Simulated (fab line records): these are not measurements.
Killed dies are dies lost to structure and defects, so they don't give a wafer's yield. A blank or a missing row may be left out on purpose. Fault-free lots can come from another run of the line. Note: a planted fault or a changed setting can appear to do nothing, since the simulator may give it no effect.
Which tool was responsible? :: flow n5 finfet :: 24 lots with 72 wafers sampled at 2 steps, on a route of 1938 steps

== WHAT THE GAUGES SHOWED, per wafer ==
N5_BEOL_M5_CD_MEAS_35: target cd 28 nm, target cd y 24 nm. Usual: cd nm reads 28.0 nm (standard deviation 0.38).
lot: L074
measured: day 8 14:33
on: cd sem-01
cd nm (nm): 27.8 28.1 27.5
flag: 

lot: L075
measured: day 8 18:19
on: cd sem-01
cd nm (nm): 27.4 28.4 28.2
flag: 

lot: L076
measured: day 9 02:12
on: cd sem-01
cd nm (nm): 27.4 27.7 28.1
flag: 

lot: L077
measured: day 9 06:37
on: cd sem-01
cd nm (nm): 28.5 27.7 28.6
flag: 

lot: L078
measured: day 9 06:47
on: cd sem-03
cd nm (nm): 27.6 28.2 28.3
flag: 

lot: L079
measured: day 9 21:29
on: cd sem-03
cd nm (nm): 27.5 27.3 27.1
flag: 

lot: L080
measured: day 10 03:31
on: cd sem-01
cd nm (nm): 27.6 28.2 28.2
flag: 

lot: L081
measured: day 10 08:43
on: cd sem-01
cd nm (nm): 28.0 28.0 27.8
flag: 

lot: L082
measured: day 10 10:47
on: cd sem-02
cd nm (nm): 28.0 27.9 28.1
flag: 

lot: L084
measured: day 10 12:07
on: cd sem-02
cd nm (nm): 28.1 27.9 28.2
flag: 

lot: L083
measured: day 10 12:35
on: cd sem-02
cd nm (nm): 27.8 27.5 27.9
flag: 

lot: L085
measured: day 11 09:47
on: cd sem-03
cd nm (nm): 27.9 28.1 28.1
flag: 

lot: L086
measured: day 11 17:12
on: cd sem-03
cd nm (nm): 28.8 28.2 27.8
flag: 

lot: L089
measured: day 12 02:40
on: cd sem-03
cd nm (nm): 27.5 27.5 27.7
flag: 

lot: L088
measured: day 12 08:14
on: cd sem-03
cd nm (nm): 28.5 28.6 28.4
flag: 

lot: L090
measured: day 12 12:47
on: cd sem-03
cd nm (nm): 27.1 27.2 28.0
flag: 

lot: L087
measured: day 12 18:32
on: cd sem-03
cd nm (nm): 28.6 27.7 27.1
flag: 

lot: L092
measured: day 12 21:32
on: cd sem-02
cd nm (nm): 28.3 27.9 28.0
flag: 

lot: L094
measured: day 13 10:45
on: cd sem-02
cd nm (nm): 27.7 27.5 27.5
flag: 

lot: L093
measured: day 13 11:28
on: cd sem-03
cd nm (nm): 28.0 28.9 28.4
flag: 

lot: L091
measured: day 13 17:36
on: cd sem-01
cd nm (nm): 28.2 28.1 27.7
flag: 

lot: L095
measured: day 13 18:02
on: cd sem-01
cd nm (nm): 28.6 27.8 28.3
flag: 

lot: L096
measured: day 13 23:11
on: cd sem-01
cd nm (nm): 27.4 27.3 27.4
flag: 

lot: L097
measured: day 14 02:32
on: cd sem-02
cd nm (nm): 27.9 28.4 28.1
flag: 

== TOOL THAT RAN EACH LOT (tool first, then ch and the chambers of the sampled wafers, then the start) ==
lot: L074
N5_BEOL_M5_STRIP_91: rie diel-05 ch 0,2,3, day 8 14:33 or earlier

lot: L075
N5_BEOL_M5_STRIP_91: rie diel-06 ch 0,1,3, day 8 18:19 or earlier

lot: L076
N5_BEOL_M5_STRIP_91: rie diel-06 ch 0,1,3, day 9 02:12 or earlier

lot: L077
N5_BEOL_M5_STRIP_91: rie diel-06 ch 0,2,3, day 9 06:37 or earlier

lot: L078
N5_BEOL_M5_STRIP_91: rie diel-05 ch 1,2,3, day 9 06:47 or earlier

lot: L079
N5_BEOL_M5_STRIP_91: rie diel-06 ch 2,3, day 9 21:29 or earlier

lot: L080
N5_BEOL_M5_STRIP_91: rie diel-06 ch 1,2,3, day 10 03:31 or earlier

lot: L081
N5_BEOL_M5_STRIP_91: rie diel-06 ch 1,2,3, day 10 08:43 or earlier

lot: L082
N5_BEOL_M5_STRIP_91: rie diel-05 ch 0,3, day 10 10:47 or earlier

lot: L084
N5_BEOL_M5_STRIP_91: rie diel-01 ch 1,3, day 10 12:07 or earlier

lot: L083
N5_BEOL_M5_STRIP_91: rie diel-01 ch 0,1,3, day 10 12:35 or earlier

lot: L085
N5_BEOL_M5_STRIP_91: rie diel-01 ch 0,2,3, day 11 09:47 or earlier

lot: L086
N5_BEOL_M5_STRIP_91: rie diel-05 ch 1,3, day 11 17:12 or earlier

lot: L089
N5_BEOL_M5_STRIP_91: rie diel-01 ch 0,2,3, day 12 02:40 or earlier

lot: L088
N5_BEOL_M5_STRIP_91: rie diel-01 ch 0,1,2, day 12 08:14 or earlier

lot: L090
N5_BEOL_M5_STRIP_91: rie diel-06 ch 0,3, day 12 12:47 or earlier

lot: L087
N5_BEOL_M5_STRIP_91: rie diel-06 ch 0,1,3, day 12 18:32 or earlier

lot: L092
N5_BEOL_M5_STRIP_91: rie diel-06 ch 0,1, day 12 21:32 or earlier

lot: L094
N5_BEOL_M5_STRIP_91: rie diel-06 ch 0,3, day 13 10:45 or earlier

lot: L093
N5_BEOL_M5_STRIP_91: rie diel-05 ch 1,2,3, day 13 11:28 or earlier

lot: L091
N5_BEOL_M5_STRIP_91: rie diel-05 ch 0,1,2, day 13 17:36 or earlier

lot: L095
N5_BEOL_M5_STRIP_91: rie diel-05 ch 0,1,3, day 13 18:02 or earlier

lot: L096
N5_BEOL_M5_STRIP_91: rie diel-01 ch 0,2, day 13 23:11 or earlier

lot: L097
N5_BEOL_M5_STRIP_91: rie diel-06 ch 2,3, day 14 02:32 or earlier
- N5_BEOL_M5_STRIP_91: strips in N2/H2, time 10 s.

== WHAT THE TOOLS THEMSELVES READ (means of the sampled wafers that have a number; where no wafer has one, the mark that the record gives instead) ==
N5_BEOL_M5_STRIP_91. Usual: drypump motor current A 5.7 A, standard deviation 0.5; oes product au 0.74 a.u., standard deviation 0.047; rf vpp V 59.0 V, standard deviation 0.93; showerhead plenum p Torr 2.51 Torr, standard deviation 0.08; throttle valve pct 23.79 %, standard deviation 0.29.
lot: L074
tool: rie diel-05
drypump motor current A (A): 5.6
oes product au (a.u.): 0.77
rf vpp V (V): 59.7
showerhead plenum p Torr (Torr): 2.50
throttle valve pct (%): 23.79
flag: 

lot: L075
tool: rie diel-06
drypump motor current A (A): 5.7
oes product au (a.u.): 0.74
rf vpp V (V): 59.2
showerhead plenum p Torr (Torr): 2.54
throttle valve pct (%): 23.61
flag: 

lot: L076
tool: rie diel-06
drypump motor current A (A): 5.7
oes product au (a.u.): 0.75
rf vpp V (V): 59.3
showerhead plenum p Torr (Torr): 2.54
throttle valve pct (%): 23.63
flag: 

lot: L077
tool: rie diel-06
drypump motor current A (A): 6.1
oes product au (a.u.): 0.73
rf vpp V (V): 59.9
showerhead plenum p Torr (Torr): 2.56
throttle valve pct (%): 23.63
flag: 

lot: L078
tool: rie diel-05
drypump motor current A (A): 5.4
oes product au (a.u.): 0.73
rf vpp V (V): 58.7
showerhead plenum p Torr (Torr): 2.53
throttle valve pct (%): 23.88
flag: 

lot: L079
tool: rie diel-06
drypump motor current A (A): 6.1
oes product au (a.u.): 0.70
rf vpp V (V): 59.2
showerhead plenum p Torr (Torr): 2.54
throttle valve pct (%): 23.93
flag: 

lot: L080
tool: rie diel-06
drypump motor current A (A): 5.8
oes product au (a.u.): 0.71
rf vpp V (V): 59.0
showerhead plenum p Torr (Torr): 2.52
throttle valve pct (%): 23.92
flag: 

lot: L081
tool: rie diel-06
drypump motor current A (A): 5.8
oes product au (a.u.): 0.70
rf vpp V (V): 58.8
showerhead plenum p Torr (Torr): 2.52
throttle valve pct (%): 23.93
flag: 

lot: L082
tool: rie diel-05
drypump motor current A (A): 5.5
oes product au (a.u.): 0.77
rf vpp V (V): 59.6
showerhead plenum p Torr (Torr): 2.46
throttle valve pct (%): 23.75
flag: 

lot: L084
tool: rie diel-01
drypump motor current A (A): 5.9
oes product au (a.u.): 0.72
rf vpp V (V): 58.4
showerhead plenum p Torr (Torr): 2.47
throttle valve pct (%): 23.71
flag: 

lot: L083
tool: rie diel-01
drypump motor current A (A): 5.8
oes product au (a.u.): 0.74
rf vpp V (V): 59.6
showerhead plenum p Torr (Torr): 2.49
throttle valve pct (%): 23.79
flag: 

lot: L085
tool: rie diel-01
drypump motor current A (A): 5.6
oes product au (a.u.): 0.78
rf vpp V (V): 59.5
showerhead plenum p Torr (Torr): 2.50
throttle valve pct (%): 23.76
flag: 

lot: L086
tool: rie diel-05
drypump motor current A (A): 4.9
oes product au (a.u.): 0.72
rf vpp V (V): 59.2
showerhead plenum p Torr (Torr): 2.51
throttle valve pct (%): 23.77
flag: 

lot: L089
tool: rie diel-01
drypump motor current A (A): 5.7
oes product au (a.u.): 0.77
rf vpp V (V): 59.2
showerhead plenum p Torr (Torr): 2.50
throttle valve pct (%): 23.76
flag: 

lot: L088
tool: rie diel-01
drypump motor current A (A): 5.8
oes product au (a.u.): 0.77
rf vpp V (V): 58.3
showerhead plenum p Torr (Torr): 2.47
throttle valve pct (%): 23.92
flag: 

lot: L090
tool: rie diel-06
drypump motor current A (A): 5.9
oes product au (a.u.): 0.73
rf vpp V (V): 59.8
showerhead plenum p Torr (Torr): 2.48
throttle valve pct (%): 23.48
flag: 

lot: L087
tool: rie diel-06
drypump motor current A (A): 5.7
oes product au (a.u.): 0.72
rf vpp V (V): 58.9
showerhead plenum p Torr (Torr): 2.52
throttle valve pct (%): 23.65
flag: 

lot: L092
tool: rie diel-06
drypump motor current A (A): 5.7
oes product au (a.u.): 0.72
rf vpp V (V): 59.0
showerhead plenum p Torr (Torr): 2.57
throttle valve pct (%): 23.82
flag: 

lot: L094
tool: rie diel-06
drypump motor current A (A): 6.0
oes product au (a.u.): 0.74
rf vpp V (V): 58.9
showerhead plenum p Torr (Torr): 2.56
throttle valve pct (%): 23.35
flag: 

lot: L093
tool: rie diel-05
drypump motor current A (A): 5.4
oes product au (a.u.): 0.71
rf vpp V (V): 59.1
showerhead plenum p Torr (Torr): 2.52
throttle valve pct (%): 23.93
flag: 

lot: L091
tool: rie diel-05
drypump motor current A (A): 5.8
oes product au (a.u.): 0.71
rf vpp V (V): 59.2
showerhead plenum p Torr (Torr): 2.49
throttle valve pct (%): 23.99
flag: 

lot: L095
tool: rie diel-05
drypump motor current A (A): 5.3
oes product au (a.u.): 0.71
rf vpp V (V): 58.2
showerhead plenum p Torr (Torr): 2.48
throttle valve pct (%): 23.87
flag: 

lot: L096
tool: rie diel-01
drypump motor current A (A): 5.5
oes product au (a.u.): 0.79
rf vpp V (V): 58.7
showerhead plenum p Torr (Torr): 2.51
throttle valve pct (%): 23.86
flag: 

lot: L097
tool: rie diel-06
drypump motor current A (A): 6.1
oes product au (a.u.): 0.87
rf vpp V (V): 58.4
showerhead plenum p Torr (Torr): 2.53
throttle valve pct (%): 23.74
flag: 

== THE ANSWER, worked out from the rows above alone ==
Rule: a lot is off if the mean of its wafers that have a number lies more than 3 standard deviations from the usual mean. A lot without any number at a reading at which 4 lots or more have one is off too. All remaining lots with rows at the step are treated as sound. The gauges are gone through in route order, then the tools' own readings, and for those a lot's mean is taken as printed above. The first step at which some lot is off is used, and at that step the reading that is off furthest; a lot without a number counts as furthest.
No lot is off on any of the readings shown, so nothing can be concluded from this.

== WHAT HAD BEEN PUT IN BY THE SIMULATOR ==
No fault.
